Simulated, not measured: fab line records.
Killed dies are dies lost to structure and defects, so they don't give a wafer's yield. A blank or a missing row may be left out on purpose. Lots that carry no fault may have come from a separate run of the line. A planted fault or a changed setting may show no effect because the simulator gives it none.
Split-lot experiment + flow n5Finfet + 21 wafers read across 7 lots, on a route 1938 steps long

ABOUT THE SPLIT
At N5_BEOL_M10_COAT_05 (resist thk 90 nm), the setting spinRpm was moved away from the recipe's 1500 rpm on 10 of the 21 wafers read, by -3.9% to +7.5%. This setting was run at the recipe's value on the other wafers.

FROM THE SPLIT TO THE READING: what the file shows between them, 5 steps
- N5_BEOL_M10_EBR_07
- N5_BEOL_M10_SOFTBAKE_06: time 60 s
- N5_BEOL_M10_EXPOSE_08: exposes mask M10
- N5_BEOL_M10_PEB_09: peb time 60 s
- N5_BEOL_M10_DEVELOP_10: develop time 30 s

THE READING
CAR-ArF_of_BEOL_M10_COAT_05.thkNm (the simulator's own value, which no gauge read), in nm, at N5_BEOL_M10_DESCUM_16 (chemistry O2, time 7.9 s). The file gives no usual value for it. The 11 wafers here that ran the recipe average 83.6 nm, standard deviation 0.2 nm.

| wafer  | tool, chamber at the split | spinRpm as run, rpm | against the recipe | CAR-ArF_of_BEOL_M10_COAT_05.thkNm, nm | against lot-mates on the recipe |
|--------|----------------------------|---------------------|--------------------|---------------------------------------|---------------------------------|
| L077.1 | lithoTrack-03, 0           | 1500                | recipe             | 83.8                                  | -                               |
| L077.4 | lithoTrack-03, 0           | 1500                | recipe             | 83.6                                  | -                               |
| L077.5 | lithoTrack-03, 0           | 1500                | recipe             | 83.6                                  | -                               |
| L081.1 | lithoTrack-03, 0           | 1613                | +7.5%              | 79.8                                  | -3.4                            |
| L081.2 | lithoTrack-03, 0           | 1613                | +7.5%              | 79.8                                  | -3.4                            |
| L081.3 | lithoTrack-03, 0           | 1500                | recipe             | 83.2                                  | -                               |
| L083.1 | lithoTrack-02, 0           | 1500                | recipe             | 83.8                                  | -                               |
| L083.3 | lithoTrack-02, 0           | 1591                | +6.1%              | 81                                    | -2.8                            |
| L083.4 | lithoTrack-02, 0           | 1591                | +6.1%              | 81                                    | -2.8                            |
| L085.1 | lithoTrack-05, 0           | 1603                | +6.9%              | 80.6                                  | -3.0                            |
| L085.3 | lithoTrack-05, 0           | 1500                | recipe             | 83.6                                  | -                               |
| L085.4 | lithoTrack-05, 0           | 1603                | +6.9%              | 80.4                                  | -3.2                            |
| L096.1 | lithoTrack-05, 0           | 1500                | recipe             | 84                                    | -                               |
| L096.2 | lithoTrack-05, 0           | 1441                | -3.9%              | 85.8                                  | +1.8                            |
| L096.5 | lithoTrack-05, 0           | 1441                | -3.9%              | 85.8                                  | +1.8                            |
| L097.3 | lithoTrack-05, 0           | 1500                | recipe             | 83.6                                  | -                               |
| L097.5 | lithoTrack-05, 0           | 1500                | recipe             | 83.6                                  | -                               |
| L097.6 | lithoTrack-05, 0           | 1500                | recipe             | 83.4                                  | -                               |
| L095.1 | lithoTrack-05, 0           | 1548                | +3.2%              | 82.2                                  | -1.4                            |
| L095.5 | lithoTrack-05, 0           | 1548                | +3.2%              | 82                                    | -1.6                            |
| L095.6 | lithoTrack-05, 0           | 1500                | recipe             | 83.6                                  | -                               |

THE FIT
A straight line over all 21 wafers: CAR-ArF_of_BEOL_M10_COAT_05.thkNm changes by -0.485 nm for each +1% of spinRpm; r = -0.99; the points scatter about the line by 0.22 nm.
The same after taking each lot's own level away (the mean of its wafers on the recipe; 21 wafers): -0.455 nm for each +1%; r = -1.00; scatter 0.074 nm.
The reading moves by 3.4 nm for the largest change in spinRpm, on that fit.
From 83.20 to 84.00 nm: that is the span of the lots' own levels, equal to 4.0 times the standard deviation above.
The two slopes agree, so the slope changes little with the lot-to-lot level.
Check: -3.44 nm against its lot-mates is what the line predicts for one of the wafers moved furthest among these (+7.5%) when that wafer is left out of the fit. It came out at -3.4 nm against them.

THESE WAFERS: OTHER SPLITS
Before the reading, these wafers also passed through other splits. Each is held against what the fit with the lots' levels taken away leaves over:
| other split on the same wafers  | wafers away from the commonest value | r with CAR-ArF_of_BEOL_M10_COAT_05.thkNm (lot level and that fit taken away) |
|---------------------------------|--------------------------------------|------------------------------------------------------------------------------|
| N5_BEOL_M7_ETCH_41 sourceW      | 7                                    | +0.12                                                                        |
| N5_BEOL_M9_HM_DEP_02 targetThkA | 7                                    | -0.04                                                                        |

THE WHOLE CHAIN: every reading that the file lists as answering this split, in the file's order
| step                   | what it does             | reading                                                                            | change (the file's fit)               | r (the file's) |
|------------------------|--------------------------|------------------------------------------------------------------------------------|---------------------------------------|----------------|
| N5_BEOL_M10_COAT_05    | resist thk 90 nm         | CAR-ArF_of_BEOL_M10_COAT_05.thkNm (the simulator's own value, which no gauge read) | -0.467 nm for each +1% of the setting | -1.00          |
| N5_BEOL_M10_DEVELOP_10 | develop time 30 s        | CAR-ArF_of_BEOL_M10_COAT_05.thkNm (the simulator's own value, which no gauge read) | -0.451 nm for each +1% of the setting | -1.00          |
| N5_BEOL_M10_DESCUM_16  | chemistry O2, time 7.9 s | CAR-ArF_of_BEOL_M10_COAT_05.thkNm (the simulator's own value, which no gauge read) | -0.455 nm for each +1% of the setting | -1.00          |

THE FILE'S OWN FIT
CAR-ArF_of_BEOL_M10_COAT_05.thkNm changes by -0.455 nm for each +1% of spinRpm, r = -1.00.
